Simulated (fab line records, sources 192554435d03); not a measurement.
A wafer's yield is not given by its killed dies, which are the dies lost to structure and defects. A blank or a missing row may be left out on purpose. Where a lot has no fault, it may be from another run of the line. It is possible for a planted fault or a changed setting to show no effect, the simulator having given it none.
Which tool is to blame? + flow n5 finfet + 24 wafers from 8 lots sampled at 5 of the route's 1938 steps

WHAT EACH GAUGE READ, for each wafer
N5_BEOL_M3_CD_MEAS_28: target cd 25.7 nm, target cd y 23.3 nm.
| lot  | measured     | on        | cd nm (nm)        |
|------|--------------|-----------|-------------------|
| L934 | day 7 04:14  | cd sem-01 | 25.77 25.50 25.78 |
| L935 | day 7 08:25  | cd sem-01 | 25.74 25.30 25.76 |
| L937 | day 7 21:10  | cd sem-03 | 25.54 25.62 25.68 |
| L942 | day 9 10:47  | cd sem-03 | 24.63 24.54 24.78 |
| L947 | day 10 11:53 | cd sem-03 | 25.02 25.10 25.18 |
| L950 | day 11 05:01 | cd sem-01 | 25.73 25.51 25.70 |
| L956 | day 12 21:10 | cd sem-03 | 25.71 25.60 26.01 |
| L957 | day 12 23:58 | cd sem-02 | 25.57 25.69 25.39 |

WHICH TOOL RAN EACH LOT (tool, then ch and the chambers of the sampled wafers, then the start)
| lot  | N5_BEOL_M3_DESCUM_16               | N5_BEOL_M3_ETCH_74                 | N5_BEOL_M3_ETCH_63                 | N5_BEOL_M3_EXPOSE_25              |
|------|------------------------------------|------------------------------------|------------------------------------|-----------------------------------|
| L934 | rie diel-01 ch 2,3, day 7 03:22    | rie diel-01 ch 2,3, day 7 03:24    | rie diel-01 ch 2,3, day 7 03:25    | euv scanner-01 ch 0, day 7 04:07  |
| L935 | rie diel-01 ch 0,3, day 7 07:40    | rie diel-01 ch 0,3, day 7 07:41    | rie diel-01 ch 0,3, day 7 07:43    | euv scanner-01 ch 0, day 7 08:16  |
| L937 | rie diel-01 ch 0,2,3, day 7 20:17  | rie diel-01 ch 0,2,3, day 7 20:19  | rie diel-01 ch 0,2,3, day 7 20:20  | euv scanner-01 ch 0, day 7 21:01  |
| L942 | rie diel-04 ch 0,1,2, day 9 09:55  | rie diel-04 ch 0,1,2, day 9 09:56  | rie diel-04 ch 0,1,2, day 9 09:58  | euv scanner-01 ch 0, day 9 10:39  |
| L947 | rie diel-03 ch 0,2, day 10 10:49   | rie diel-03 ch 0,2, day 10 10:51   | rie diel-03 ch 0,2, day 10 10:52   | euv scanner-01 ch 0, day 10 11:45 |
| L950 | rie diel-04 ch 0,3, day 11 04:15   | rie diel-04 ch 0,3, day 11 04:17   | rie diel-04 ch 0,3, day 11 04:18   | euv scanner-02 ch 0, day 11 04:53 |
| L956 | rie diel-04 ch 0,3, day 12 20:17   | rie diel-04 ch 0,3, day 12 20:19   | rie diel-04 ch 0,3, day 12 20:20   | euv scanner-02 ch 0, day 12 21:02 |
| L957 | rie diel-03 ch 0,2,3, day 12 23:13 | rie diel-03 ch 0,2,3, day 12 23:14 | rie diel-03 ch 0,2,3, day 12 23:16 | euv scanner-02 ch 0, day 12 23:50 |
- N5_BEOL_M3_DESCUM_16: chemistry O2, time 7 s.
- N5_BEOL_M3_ETCH_74: etches underlayer in N2/H2, target depth 6.5 nm, time 5.2 s.
- N5_BEOL_M3_ETCH_63: etches SiARC in CF4, target depth 15.6 nm, time 26 s.
- N5_BEOL_M3_EXPOSE_25: exposes mask V2, defocus 5 nm.

THE ANSWER, worked out from the rows above alone
Rule: the lots themselves supply what counts as usual. The widest of any qualifying gaps counts: lots, ordered by their means at a reading, are off when they make up no more than a third of the lots, leave a main group of 4 or more, and stand apart from it by 3 or more times the standard deviation of that group's means. Not used: any main group whose means are identical at the precision the tables above print for the reading. A lot without any number at a reading at which 4 lots or more have one is off too. All remaining lots with rows at the step are treated as sound.
Off, at N5_BEOL_M3_CD_MEAS_28 on cd nm: L942, L947. The main group: mean 25.64 nm, standard deviation 0.071.
A tool fits if, at a process step before that reading, it ran every lot that is off, and no sound lot after the first of them. The gauges at N5_BEOL_M3_CD_MEAS_28 are tried like those tools. One fits: N5_BEOL_M3_EXPOSE_25 on euv scanner-01. Its last sound lot is L937 (day 7 21:01), its first lot that is off L942 (day 9 10:39): a fault that began between those two fits.

WHAT THE SIMULATOR PUT IN
Process parameters drifting: euv scanner-01 at N5_BEOL_M3_EXPOSE_25, beginning at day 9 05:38. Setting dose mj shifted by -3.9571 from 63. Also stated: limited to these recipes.
Shown lots that were struck: L942, L947. The same result came from the rule above.
